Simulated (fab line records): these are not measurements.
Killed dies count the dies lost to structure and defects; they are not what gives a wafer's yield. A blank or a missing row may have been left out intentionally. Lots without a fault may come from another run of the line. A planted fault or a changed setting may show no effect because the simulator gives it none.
Struck lot and sound lot, side by side ; flow n5-finfet ; 16 out of 1938 route steps
Sound: these wafers, L900.2, L900.4, L900.6. Wafers L896.2, L896.3, L896.5 were the ones struck. Last of all comes the cause.
At each step with rows: each side's tool, then ch and its chambers, then its first start. Under that, the readings that differ: sound wafers ; struck wafers ; difference of the means ; sigmas: that difference in standard deviations of wafers without a fault.
alike: readings whose means differ by less than 2 such deviations, and words and numbers that are the same on both sides. not compared: withheld readings, readings that some wafer has no value for, bounds like >300 that may hide the same value, and numbers for which the record gives no deviation and whose values overlap.
The two part at a step that has a row with sigmas, a row that says differs or no value, or rows on one side only. Numbers that don't overlap but have no deviation are shown without sigmas and don't part them. A reading missing from all wafers of one side parts the sides only when that side holds two or more wafers.

N5_FIN_SAQP_CD_MEAS_37 targets a cd of 8 nm.
  struck on cd-sem-01, day 4 09:10; sound on cd-sem-02, day 5 10:13
  alike: cd-nm
then, 3 steps without rows for these wafers: N5_FIN_SAQP_PRECLEAN_38 (cleans in O3/DIW, time 45 s); N5_FIN_SAQP_PRECLEAN_45 (cleans in dHF, time 10 s); N5_FIN_SAQP_SRD_39 (time 30 s).
N5_FIN_SAQP_OCD_MEAS_76:
  struck on ocd-02, day 4 09:16; sound on ocd-02, day 5 10:19
  alike: trench-depth-nm
N5_FIN_SAQP_INSPECT_40: inspects for defects (brightfield).
  struck on defect-inspect-01, day 4 09:17; sound on defect-inspect-01, day 5 10:21
reading;sound;struck;difference;sigmas
raw-defect-count;199 214 214;485 364 354;+192;+3
then, 6 steps without rows for these wafers: N5_FIN_CUT_COAT_18 (time 60 s, resist thk 230 nm); N5_FIN_CUT_COAT_19 (time 60 s, resist thk 20 nm); N5_FIN_CUT_COAT_29 (time 60 s, resist thk 10 nm); N5_FIN_CUT_COAT_02 (resist thk 30 nm); N5_FIN_CUT_EBR_04; N5_FIN_CUT_SOFTBAKE_03 (time 60 s).
N5_FIN_CUT_EXPOSE_05: exposes mask FIN CUT.
  sound on euv-scanner-02 ch 0, day 5 10:32; struck on euv-scanner-01 ch 0, day 4 09:35
reading;sound;struck;difference;sigmas
exposure-dose-mJ-cm2;45.60 45.68 45.70;45.17 45.15 45.12;-0.51;-11
  alike: mask, reticle-temp-C
then, 1 step without rows for these wafers: N5_FIN_CUT_PEB_06 (peb time 60 s).
-- record jumps: 6 days separate the struck wafers' starts on either side; left off in module FIN_CUT, taken up again in module BEOL_M4, whose first shown step is the route's number 1111 --
N5_BEOL_M4_RC_MEAS_101:
  sound on prober-01 ch 0, day 11 18:34; struck on prober-01 ch 0, day 10 17:31
  alike: DIBL_N, DIBL_P, IOFF_N, IOFF_P, ION_N, ION_P, SS_N, SS_P, VT_N, VT_P
-- here the record skips 4 days between the struck wafers' starts before and after, leaving off in module BEOL_M4 and picking up in module PASSIVATION (first step shown: number 1936 of the route) --
N5_PASSIVATION_PROBE_49:
  struck on prober-02, day 15 03:20; sound on prober-01, day 15 15:50
  alike: defect-limited-yield, killed_at_M0_to_M3, killed_at_M4_up, killed-at-contacts, killed-at-front-end, killed-at-other, killed-dies, killed-open, killed-short, sort_bin_4_leakage, sort_bin_5_function, sort_bin_6_memory, sort-n-pass, sort-yield-pct

WHERE THEY PART
Last at N5_FIN_CUT_EXPOSE_05 as far as this record goes, first at N5_FIN_SAQP_INSPECT_40. Later steps at which nothing parts them and some readings are alike: N5_BEOL_M4_RC_MEAS_101, N5_PASSIVATION_PROBE_49.

WHY: what had been put in by the simulator
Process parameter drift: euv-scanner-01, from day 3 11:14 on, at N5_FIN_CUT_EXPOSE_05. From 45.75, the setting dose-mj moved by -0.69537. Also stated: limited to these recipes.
